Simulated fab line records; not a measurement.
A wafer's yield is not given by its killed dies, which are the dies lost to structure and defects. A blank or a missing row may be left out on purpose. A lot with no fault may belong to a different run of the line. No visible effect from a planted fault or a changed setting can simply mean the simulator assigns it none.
Comparing a struck lot with a sound one    flow n5-finfet    44 out of 1938 route steps
Sound: the wafers L131.1, L131.3, L131.4. Struck: wafer L120.6 (L120.3, L120.4, from the same lot, were not struck and are left out); the cause is given at the end.
For every step that has rows: the tool of each side, followed by ch and its chambers, followed by its first start. Under that, the readings that differ: sound wafers    struck wafers    difference of the means    sigmas: that difference in standard deviations of wafers without a fault.
alike: readings whose means differ by less than 2 such deviations, and words and numbers that are the same on both sides. not compared: withheld readings, readings that some wafer has no value for, bounds like >300 that may hide the same value, and numbers for which the record gives no deviation and whose values overlap.
A row with sigmas, a row that says differs or no value, or rows on one side alone: a step with any of these is where the two part. When numbers do not overlap yet have no deviation, they are printed without sigmas and do not part them. Lack of a reading on every wafer of one side parts them only where that side has two or more wafers.

first, 11 steps without rows for these wafers: N5_BEOL_M4_DESCUM_33 (chemistry O2, time 7 s); N5_BEOL_M4_ETCH_77 (etches underlayer in N2/H2, target depth 6.5 nm, time 5.2 s); N5_BEOL_M4_ETCH_69 (etches SiARC in CF4, target depth 15.6 nm, time 26 s); N5_BEOL_M4_ALD_98 (deposits SiO2, target thk 2.5 nm, pulse time 1 s, co reactant pulse time 1 s); N5_BEOL_M4_ETCHBACK_99 (etches SiO2 in CHF3, target depth 5 nm, time 10.4 s); N5_BEOL_M4_ETCH_70 (etches SOC in N2/H2, target depth 80 nm, overetch 24 nm, time 130 s); N5_BEOL_M4_STRIP_71 (strips in N2/H2); N5_BEOL_M4_STRIP_78 (strips in N2/H2); N5_BEOL_M4_VIA_ETCH_34 (etches the open film in C4F6/O2, target depth 69.4 nm, time 65.9 s); N5_BEOL_M4_STRIP_83 (strips in C4F6/O2); N5_BEOL_M4_STRIP_36 (strips in N2/H2).
N5_BEOL_M4_TRENCH_ETCH_37: etches SiOC in C4F6/O2, target depth 55.555 nm, time 29.2 s.
  sound on rie-diel-05 ch 1,2,3, day 12 05:16; struck on rie-diel-03 ch 1, day 9 06:14
reading                                     sound              struck  difference  sigmas
oes-product-au (a.u.)                       0.87 0.70 0.73     1.24    +0.47       +5
model.etch.depth-nm (nm)                    57.26 54.67 56.24  84.69   +28.63      
model.BEOL_M4.feature-depth-nm (nm)         57.2 54.6 56.2     84.6    +28.6       
model.TiN_of_BEOL_M4_HM_DEP_02.thk-nm (nm)  17.6 17.6 17.6     16.2    -1.4        
  alike: drypump-motor-current-A, rf-vpp-V, showerhead-plenum-p-Torr, throttle-valve-pct
  not compared: rf-hours-counter-h
then, 2 steps without rows for these wafers: N5_BEOL_M4_ETCH_41 (etches SiCN in CH3F/O2, target depth 29.9 nm, time 52.5 s); N5_BEOL_M4_STRIP_97 (strips in N2/H2, time 10 s).
N5_BEOL_M4_OCD_MEAS_38:
  sound on ocd-01, day 12 05:25; struck on ocd-02, day 9 06:24
reading               sound           struck  difference  sigmas
trench-depth-nm (nm)  57.6 54.6 56.4  84.8    +28.6       +26
then, 25 steps without rows for these wafers: N5_BEOL_M4_HM_STRIP_39 (strips TiN in peroxide tin strip, target depth 25 nm, time 158 s); N5_BEOL_M4_SRD_40 (time 30 s); N5_BEOL_M4_PRECLEAN_42 (cleans in residue remover, time 60 s); N5_BEOL_M4_SRD_43 (time 30 s); N5_BEOL_M4_DEGAS_44 (time 60 s); N5_BEOL_M4_PRE_CLEAN_45 (time 30 s); N5_BEOL_M4_ALD_84 (deposits TaN, pulse time 2 s, purge time 3 s, co reactant purge time 2 s); N5_BEOL_M4_SURFACE_TREAT_85; N5_BEOL_M4_CVD_47 (deposits Co from CCTBA/H2, target thk 3 nm, time 223.8 s); N5_BEOL_M4_SPUTTER_48 (material Cu, target thk 4.5 nm, time 8.29 s); N5_BEOL_M4_ANNEAL_49 (time 240 s); N5_BEOL_M4_SPUTTER_79 (material Cu, target thk 4.5 nm, time 8.29 s); N5_BEOL_M4_ANNEAL_80 (time 240 s); N5_BEOL_M4_SPUTTER_81 (material Cu, target thk 4.5 nm, time 8.29 s); N5_BEOL_M4_ANNEAL_82 (time 240 s); N5_BEOL_M4_SPUTTER_86 (material Cu, target thk 4.5 nm, time 8.29 s); N5_BEOL_M4_ANNEAL_87 (time 240 s); N5_BEOL_M4_SPUTTER_88 (material Cu, target thk 4.5 nm, time 8.29 s); N5_BEOL_M4_ANNEAL_89 (time 240 s); N5_BEOL_M4_SPUTTER_90 (material Cu, target thk 4.5 nm, time 8.29 s); N5_BEOL_M4_ANNEAL_91 (time 240 s); N5_BEOL_M4_SPUTTER_92 (material Cu, target thk 4.5 nm, time 8.29 s); N5_BEOL_M4_ANNEAL_93 (time 240 s); N5_BEOL_M4_SPUTTER_94 (material Cu, target thk 4.5 nm, time 8.29 s); N5_BEOL_M4_ANNEAL_95 (time 240 s).
N5_BEOL_M4_CMP_52: polishes, stops on SiOC, t overpolish 6.8 s, target thk 40 nm.
  sound on cmp-02 ch 1,2,3, day 12 09:09; struck on cmp-02 ch 0, day 9 11:35
reading                                 sound         struck  difference  sigmas
model.Cu_of_BEOL_M4_ECD_50.thk-nm (nm)  42.4 40 41.2  69      +28         
  alike: motor-current-A
N5_BEOL_M4_THK_MEAS_53: measures by xrf.
  sound on film-metro-02, day 12 09:26; struck on film-metro-02, day 9 11:53
reading      sound           struck  difference  sigmas
M4_THK (nm)  42.1 39.4 40.8  68.6    +27.8       +19
N5_BEOL_M4_RS_MEAS_58: measurement is done with a four-point probe.
  sound on film-metro-01, day 12 09:43; struck on film-metro-01, day 9 12:10
reading         sound           struck  difference  sigmas
M4_RS (ohm/sq)  0.62 0.67 0.64  0.34    -0.30       -9
N5_BEOL_M4_RC_MEAS_101:
  sound on prober-02 ch 0, day 12 09:46; struck on prober-01 ch 0, day 9 12:32
reading                    sound        struck  difference  sigmas
SERP_M4 (ohm/um)           194 187 186  111     -78         -5
SERP_M4_max_site (ohm/um)  214 201 193  117     -86         -5
  alike: DIBL_N, DIBL_P, IOFF_N, IOFF_P, ION_N, ION_P, SS_N, SS_P, VT_N, VT_P

## WHERE THEY PART
At N5_BEOL_M4_TRENCH_ETCH_37 first; at N5_BEOL_M4_RC_MEAS_101 last (within this record only).

WHY: what the simulator had put in
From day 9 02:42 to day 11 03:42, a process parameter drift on rie-diel-03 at N5_BEOL_M4_TRENCH_ETCH_37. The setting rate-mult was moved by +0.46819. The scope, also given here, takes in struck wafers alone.
